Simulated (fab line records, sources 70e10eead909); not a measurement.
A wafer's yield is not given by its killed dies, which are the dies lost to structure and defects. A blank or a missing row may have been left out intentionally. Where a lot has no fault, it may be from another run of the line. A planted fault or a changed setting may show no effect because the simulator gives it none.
Commonality check across tools + flow nand-harc + Sampled: 11 lots, 33 wafers

## REASON FOR OPENING
Flagged at NHARC_END_SORT_01: reading killed-at-periphery, on 2 of 11 lots. No-fault wafers: 3.8, standard deviation 2.6.
Rule: a lot is flagged when every wafer of it that has a number lies more than 4 standard deviations from that mean, or none has a number. The other lots count as sound.

| lot  | measured     | on        | killed-at-periphery, wafer by wafer | flag    |
|------|--------------|-----------|-------------------------------------|---------|
| L296 | day 24 19:59 | prober-02 | 4 1 4                               |         |
| L297 | day 25 15:18 | prober-02 | 3 6 3                               |         |
| L298 | day 26 12:31 | prober-02 | 4 4 6                               |         |
| L302 | day 27 03:37 | prober-02 | 1 4 1                               |         |
| L307 | day 29 03:35 | prober-01 | 635 635 633                         | FLAGGED |
| L308 | day 30 13:27 | prober-02 | 623 625 624                         | FLAGGED |
| L314 | day 31 21:56 | prober-01 | 4 4 5                               |         |
| L315 | day 33 06:49 | prober-02 | 5 3 3                               |         |
| L317 | day 33 07:35 | prober-01 | 4 0 2                               |         |
| L316 | day 33 12:59 | prober-01 | 2 4 4                               |         |
| L318 | day 33 19:35 | prober-02 | 4 3 6                               |         |
On average the flagged lots read 629.2, which is +625.4 against the usual, or +99 or more standard deviations.

## TOOL THAT RAN EACH LOT
Before the reading, the record contains 4 process steps out of a 1302-step route. Every cell lists first the tool, next ch and the chambers used by the sampled wafers, and last the start.
| lot  | flag    | NHARC_P_CONTACT_STRIP_28           | NHARC_P_M0_ETCH_34                 | NHARC_P_M0_ETCH_15                            | NHARC_P_M0_PRE_CLEAN_29                 |
|------|---------|------------------------------------|------------------------------------|-----------------------------------------------|-----------------------------------------|
| L296 |         | rie-diel-07 ch 0,1,2, day 6 12:20  | rie-diel-13 ch 1,3, day 6 15:44    | rie-diel-13 ch 0,1, day 24 19:59 or earlier   | pvd-sputter-01, day 24 19:59 or earlier |
| L297 |         | rie-diel-07 ch 1,3, day 6 19:14    | rie-diel-13 ch 1,2,3, day 6 22:33  | rie-diel-13 ch 0,3, day 25 15:18 or earlier   | pvd-sputter-02, day 25 15:18 or earlier |
| L298 |         | rie-diel-03 ch 2,3, day 7 05:00    | rie-diel-13 ch 2,3, day 7 08:28    | rie-diel-13 ch 2,3, day 26 12:31 or earlier   | pvd-sputter-01, day 26 12:31 or earlier |
| L302 |         | rie-diel-03 ch 1,2,3, day 9 01:08  | rie-diel-06 ch 1,2,3, day 9 04:25  | rie-diel-06 ch 0,1,3, day 27 03:37 or earlier | pvd-sputter-02, day 27 03:37 or earlier |
| L307 | FLAGGED | rie-diel-03 ch 1,2, day 10 20:48   | rie-diel-06 ch 0,1,2, day 11 00:01 | rie-diel-06 ch 0,1,3, day 11 00:07            | pvd-sputter-01, day 29 03:35 or earlier |
| L308 | FLAGGED | rie-diel-03 ch 0,1, day 11 21:04   | rie-diel-13 ch 0,3, day 12 00:23   | rie-diel-13 ch 0,1,2, day 12 00:29            | pvd-sputter-03, day 30 13:27 or earlier |
| L314 |         | rie-diel-03 ch 0,1,3, day 13 17:10 | rie-diel-13 ch 0,1, day 13 20:32   | rie-diel-13 ch 0,1,3, day 31 21:56 or earlier | pvd-sputter-01, day 31 21:56 or earlier |
| L315 |         | rie-diel-08 ch 0,1,3, day 14 07:08 | rie-diel-13 ch 0,2,3, day 14 10:25 | rie-diel-13 ch 0,1,2, day 33 06:49 or earlier | pvd-sputter-02, day 33 06:49 or earlier |
| L317 |         | rie-diel-03 ch 0,2,3, day 15 01:11 | rie-diel-09 ch 0,1,3, day 15 04:32 | rie-diel-09 ch 0,1, day 33 07:35 or earlier   | pvd-sputter-01, day 33 07:35 or earlier |
| L316 |         | rie-diel-07 ch 1,2,3, day 14 14:44 | rie-diel-06 ch 0,2,3, day 14 18:04 | rie-diel-06 ch 0,2,3, day 33 12:59 or earlier | pvd-sputter-01, day 33 12:59 or earlier |
| L318 |         | rie-diel-03 ch 0,1,2, day 15 12:34 | rie-diel-09 ch 1,2, day 15 15:43   | rie-diel-09 ch 0,1,2, day 33 19:35 or earlier | pvd-sputter-03, day 33 19:35 or earlier |
These steps, and what they do:
- NHARC_P_CONTACT_STRIP_28: strips in O2.
- NHARC_P_M0_ETCH_34: etches the open film in N2/H2, target depth 40 nm, overetch 12 nm, time 43.94 s.
- NHARC_P_M0_ETCH_15: etches the open film in C4F8/Ar, target depth 150 nm, overetch 15 nm, time 82.5 s.
- NHARC_P_M0_PRE_CLEAN_29: time 30 s.
- NHARC_END_SORT_01

## FLAGGED AGAINST TOTAL, ONE TOOL AT A TIME (gauges that did the reading follow at the end)
| step                     | tool           | lots run | flagged | share of the flagged lots | sound lots run after its first flagged lot |
|--------------------------|----------------|----------|---------|---------------------------|--------------------------------------------|
| NHARC_P_CONTACT_STRIP_28 | rie-diel-03    | 7        | 2       | all                       | 3 (L314,L317,L318)                         |
| NHARC_P_CONTACT_STRIP_28 | rie-diel-07    | 3        | 0       | none                      | -                                          |
| NHARC_P_CONTACT_STRIP_28 | rie-diel-08    | 1        | 0       | none                      | -                                          |
| NHARC_P_M0_ETCH_34       | rie-diel-06    | 3        | 1       | some                      | 1 (L316)                                   |
| NHARC_P_M0_ETCH_34       | rie-diel-09    | 2        | 0       | none                      | -                                          |
| NHARC_P_M0_ETCH_34       | rie-diel-13    | 6        | 1       | some                      | 2 (L314,L315)                              |
| NHARC_P_M0_ETCH_15       | rie-diel-06    | 3        | 1       | some                      | 1 (L316)                                   |
| NHARC_P_M0_ETCH_15       | rie-diel-09    | 2        | 0       | none                      | -                                          |
| NHARC_P_M0_ETCH_15       | rie-diel-13    | 6        | 1       | some                      | 2 (L314,L315)                              |
| NHARC_P_M0_PRE_CLEAN_29  | pvd-sputter-01 | 6        | 1       | some                      | 3 (L314,L316,L317)                         |
| NHARC_P_M0_PRE_CLEAN_29  | pvd-sputter-02 | 3        | 0       | none                      | -                                          |
| NHARC_P_M0_PRE_CLEAN_29  | pvd-sputter-03 | 2        | 1       | some                      | 1 (L318)                                   |
| NHARC_END_SORT_01        | prober-01      | 4        | 1       | some                      | 3 (L314,L317,L316)                         |
| NHARC_END_SORT_01        | prober-02      | 7        | 1       | some                      | 2 (L315,L318)                              |
With no start given for some of its lots, NHARC_P_M0_ETCH_15 uses the hours and lot order of NHARC_END_SORT_01. With no start given for some of its lots, NHARC_P_M0_PRE_CLEAN_29 uses the hours and lot order of NHARC_END_SORT_01.

## WHAT IS ALLOWED BY THE TABLE
In the table, 1 row covers all flagged lots: rie-diel-03 at NHARC_P_CONTACT_STRIP_28.
- rie-diel-03 at NHARC_P_CONTACT_STRIP_28: 2 of its 7 lots flagged. Sound lots followed the first flagged one (L314, L317, L318) on it, something a lasting fault affecting the whole tool could not allow.
Not one row of the table ran every flagged lot while running no sound lot after the first.

## WHAT THE SIMULATOR PUT IN
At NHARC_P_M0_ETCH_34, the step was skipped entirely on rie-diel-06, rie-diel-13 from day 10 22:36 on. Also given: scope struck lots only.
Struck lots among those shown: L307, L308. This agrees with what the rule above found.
